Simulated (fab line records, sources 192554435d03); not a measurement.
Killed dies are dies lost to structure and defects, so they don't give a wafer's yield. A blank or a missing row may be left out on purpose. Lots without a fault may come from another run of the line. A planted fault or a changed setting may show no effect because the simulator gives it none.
Chamber matching | flow n5_finfet | N5_SDB_HM_OPEN_20 on rie_diel-06: 4 sister chambers
The step chemistry CH3F/O2, target SiNx, stops on poly-Si, target depth 24 nm. 4 wafers are shown with their chamber, then 11 later ones without.

WAFERS WITH THEIR CHAMBER
wafer  | chamber | drypump_motor_current_A (A)
L082.3 | 3       | 5.9
L084.2 | 1       | 4.8
L084.3 | 2       | 5.1
L087.1 | 0       | 6.3

WAFERS WITHOUT THEIR CHAMBER
wafer  | drypump_motor_current_A (A)
L087.3 | 5.1
L087.6 | 6.2
L090.1 | 4.8
L090.2 | 6.2
L090.5 | 5.1
L096.1 | 5.1
L096.3 | 4.8
L096.4 | 5.1
L097.2 | 5.9
L097.5 | 4.8
L097.6 | 5.8

WHICH CHAMBER EACH WENT THROUGH
wafer  | from the rows above | in truth
L087.3 | 2                   | 2
L087.6 | 0                   | 0
L090.1 | 1                   | 1
L090.2 | 0                   | 0
L090.5 | 2                   | 2
L096.1 | 2                   | 2
L096.3 | 1                   | 1
L096.4 | 2                   | 2
L097.2 | 3                   | 3
L097.5 | 1                   | 1
L097.6 | 3                   | 3
Placed correctly: 11 of 11. Can't be placed from these rows: 0. Placed wrongly: 0.
How it was worked out, from the rows above alone: a wafer's distance from a chamber is the root of the sum, over the readings, of the square of ((its reading less the chamber's mean) divided by the reading's scatter). The wafer belongs to the nearest chamber; if the next one is less than 2 further off, it can't be placed. A chamber's mean is the mean of its shown wafers. The scatter: with one shown wafer a chamber, the root of the mean of the squares of how far each hidden wafer lies from its nearest shown one.
